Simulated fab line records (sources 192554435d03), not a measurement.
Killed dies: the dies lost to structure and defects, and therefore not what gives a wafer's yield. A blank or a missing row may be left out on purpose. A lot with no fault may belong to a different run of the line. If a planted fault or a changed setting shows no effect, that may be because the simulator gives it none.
Split-lot experiment + flow n5 finfet + route with 1938 steps; 7 lots, 21 wafers read

THE SPLIT
At N5_FIN_SAQP_EXPOSE_13 (exposes mask FIN CORE, target cd 35.6 nm), the setting dose mj was moved away from the recipe's 63.25 on 5 of the 21 wafers read, by -5.1% to +7.1%. This setting was run at the recipe's value on the other wafers.

FROM THE SPLIT TO THE READING: what the file shows between them, 2 steps
- N5_FIN_SAQP_PEB_14: peb time 60 s
- N5_FIN_SAQP_DEVELOP_15: develop time 30 s

THE READING
Shown in nm: cd nm at N5_FIN_SAQP_CD_MEAS_16, with target cd 35.6 nm. On this fab line, fault-free wafers typically give 35.51 nm with a standard deviation of 0.26 nm.

| wafer  | tool, chamber at the split | dose mj as run | against the recipe | cd nm, nm | against lot-mates on the recipe |
|--------|----------------------------|----------------|--------------------|-----------|---------------------------------|
| L074.1 | arfi scanner-03, 0         | 63.25          | recipe             | 35.94     | -                               |
| L074.3 | arfi scanner-03, 0         | 67.74          | +7.1%              | 33.97     | -1.87                           |
| L074.6 | arfi scanner-03, 0         | 63.25          | recipe             | 35.74     | -                               |
| L075.1 | arfi scanner-01, 0         | 63.25          | recipe             | 35.27     | -                               |
| L075.2 | arfi scanner-01, 0         | 63.25          | recipe             | 35.72     | -                               |
| L075.5 | arfi scanner-01, 0         | 63.25          | recipe             | 35.61     | -                               |
| L077.1 | arfi scanner-03, 0         | 63.25          | recipe             | 35.50     | -                               |
| L077.3 | arfi scanner-03, 0         | 65.85          | +4.1%              | 34.51     | -0.97                           |
| L077.6 | arfi scanner-03, 0         | 63.25          | recipe             | 35.46     | -                               |
| L083.2 | arfi scanner-02, 0         | 60.01          | -5.1%              | 37.03     | +1.16                           |
| L083.5 | arfi scanner-02, 0         | 63.25          | recipe             | 35.87     | -                               |
| L083.6 | arfi scanner-02, 0         | 63.25          | recipe             | 35.88     | -                               |
| L088.1 | arfi scanner-02, 0         | 63.25          | recipe             | 35.86     | -                               |
| L088.4 | arfi scanner-02, 0         | 60.55          | -4.3%              | 36.89     | +1.03                           |
| L088.5 | arfi scanner-02, 0         | 60.55          | -4.3%              | 36.75     | +0.89                           |
| L090.3 | arfi scanner-02, 0         | 63.25          | recipe             | 35.53     | -                               |
| L090.5 | arfi scanner-02, 0         | 63.25          | recipe             | 35.27     | -                               |
| L090.6 | arfi scanner-02, 0         | 63.25          | recipe             | 35.18     | -                               |
| L093.1 | arfi scanner-02, 0         | 63.25          | recipe             | 35.20     | -                               |
| L093.4 | arfi scanner-02, 0         | 63.25          | recipe             | 35.41     | -                               |
| L093.5 | arfi scanner-02, 0         | 63.25          | recipe             | 35.69     | -                               |

THE FIT
A straight line over all 21 wafers: cd nm changes by -0.26 nm for each +1% of dose mj; r = -0.94; the points scatter about the line by 0.24 nm.
The same after taking each lot's own level away (the mean of its wafers on the recipe; 21 wafers): -0.242 nm for each +1%; r = -0.98; scatter 0.14 nm.
On that fit, the largest move of dose mj shifts the reading by 1.7 nm.
From 35.327 to 35.875 nm: that is the span of the lots' own levels, equal to 2.1 times the standard deviation above.
So the lot-to-lot level changes the slope little: the two slopes agree.
Check: -1.62 nm against its lot-mates is what the line predicts for one of the wafers moved furthest among these (+7.1%) when that wafer is left out of the fit. Against them it came out at -1.87 nm.

ADDITIONAL SPLITS CARRIED BY THESE WAFERS
Note: prior to the reading, these wafers also went through further splits. Each is held against what the fit with the lots' levels taken away leaves over:
| other split on the same wafers | wafers away from the commonest value | r with cd nm (lot level and that fit taken away) |
|--------------------------------|--------------------------------------|--------------------------------------------------|
| N5_ZERO_LAYER_PECVD_02 time s  | 9                                    | -0.11                                            |
| N5_ZERO_LAYER_COAT_05 spin rpm | 11                                   | -0.05                                            |
| N5_WELL_APT_PEB_23 peb temp c  | 4                                    | +0.00                                            |
| N5_WELL_APT_DESCUM_30 time s   | 5                                    | -0.02                                            |
| N5_FIN_SAQP_HM_DEP_03 time s   | 8                                    | -0.40                                            |

FILE'S OWN FIT
cd nm changes by -0.244 nm for each +1% of dose mj, r = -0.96.
